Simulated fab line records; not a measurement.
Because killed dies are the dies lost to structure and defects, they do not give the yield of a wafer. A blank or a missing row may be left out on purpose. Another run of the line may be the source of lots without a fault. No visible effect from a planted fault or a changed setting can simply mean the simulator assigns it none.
Comparing a struck lot with a sound one | flow n5 finfet | 15 steps out of a route of 1938
Sound: these wafers, L165.3, L165.4, L165.6. Struck: wafers L176.3, L176.5 (left out: L176.1, a lot-mate that was not struck); the cause follows at the end.
Order at every step that has rows: each side's tool, ch and its chambers, its first start. Under that, the readings that differ: sound wafers | struck wafers | difference of the means | sigmas: that difference in standard deviations of wafers without a fault.
alike: a reading whose means differ by less than 2 such deviations, as well as words and numbers matching on both sides. not compared: withheld readings; readings where some wafer has no value; bounds like >300 that might hide an equal value; numbers whose values overlap and for which the record gives no deviation.
Wherever a step has rows on one side only, a row that says differs or no value, or a row with sigmas, the two part there. Numbers that don't overlap but have no deviation are shown without sigmas and don't part them. A reading that every wafer of one side lacks parts them only if that side has two wafers or more.

first, 8 steps without rows for these wafers: N5_BEOL_M9_COAT_59 (time 60 s, resist thk 100 nm); N5_BEOL_M9_COAT_60 (time 60 s, resist thk 30 nm); N5_BEOL_M9_COAT_05 (resist thk 90 nm); N5_BEOL_M9_EBR_07; N5_BEOL_M9_SOFTBAKE_06 (time 60 s); N5_BEOL_M9_EXPOSE_08 (exposes mask M9); N5_BEOL_M9_PEB_09 (peb time 60 s); N5_BEOL_M9_DEVELOP_10 (develop time 30 s).
N5_BEOL_M9_CD_MEAS_11 targets a cd of 64.1 nm.
  sound on cd sem-03 ch 0, day 10 03:01; struck on cd sem-02 ch 0, day 12 22:41
  alike: cd nm
N5_BEOL_M9_OVL_MEAS_12:
  sound on overlay-02 ch 0, day 10 03:02; struck on overlay-01 ch 0, day 12 22:43
  alike: M9_OVL
N5_BEOL_M9_INSPECT_13: inspects for defects (brightfield).
  sound on defect inspect-02, day 10 03:04; struck on defect inspect-01, day 12 22:44
  alike: raw defect count
N5_BEOL_M9_DESCUM_16: chemistry O2, time 7.9 s.
  sound on rie diel-05 ch 0,1, day 10 03:08; struck on rie diel-05 ch 2, day 12 22:46
  alike: drypump motor current A, oes product au, rf vpp V, showerhead plenum p Torr, throttle valve pct
  not compared: rf hours counter h
N5_BEOL_M9_ETCH_61: etches SiARC in CF4, target depth 39 nm, time 65 s.
  sound on rie diel-05 ch 0,1, day 10 03:10; struck on rie diel-05 ch 2, day 12 22:49
  reading               | sound             | struck      | difference | sigmas
  etch rf on time s (s) | 65.0 61.4 65.1    | 73.9 73.4   | +9.8       | +6
  rf vpp V (V)          | 184.1 182.1 185.2 | 185.5 186.9 | +2.4       | +2
  alike: drypump motor current A, oes product au, showerhead plenum p Torr, throttle valve pct
  not compared: rf hours counter h
N5_BEOL_M9_ETCH_62: etches SOC in N2/H2, target depth 110 nm, overetch 22 nm, time 165 s.
  sound on rie diel-05 ch 0,1, day 10 03:13; struck on rie diel-05 ch 2, day 12 22:52
  alike: drypump motor current A, oes product au, rf vpp V, showerhead plenum p Torr, throttle valve pct
  not compared: rf hours counter h
-- here the record skips 2 days between the struck wafers' starts before and after, leaving off in module BEOL_M9 and picking up in module PASSIVATION (first step shown: number 1936 of the route) --
N5_PASSIVATION_PROBE_49:
  sound on prober-01, day 12 10:10; struck on prober-01, day 15 08:48
  alike: defect limited yield, killed_at_M0_to_M3, killed_at_M4_up, killed at contacts, killed at front end, killed at other, killed dies, killed open, killed short, sort_bin_5_function, sort_bin_6_memory, sort n pass, sort yield pct

WHERE THEY PART
N5_BEOL_M9_ETCH_61 only, going by this record. Later steps at which nothing parts them and some readings are alike: N5_BEOL_M9_ETCH_62, N5_PASSIVATION_PROBE_49.

WHY: whatever the simulator had introduced
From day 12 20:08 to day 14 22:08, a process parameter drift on rie diel-05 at N5_BEOL_M9_ETCH_61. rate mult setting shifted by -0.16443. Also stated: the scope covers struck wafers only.
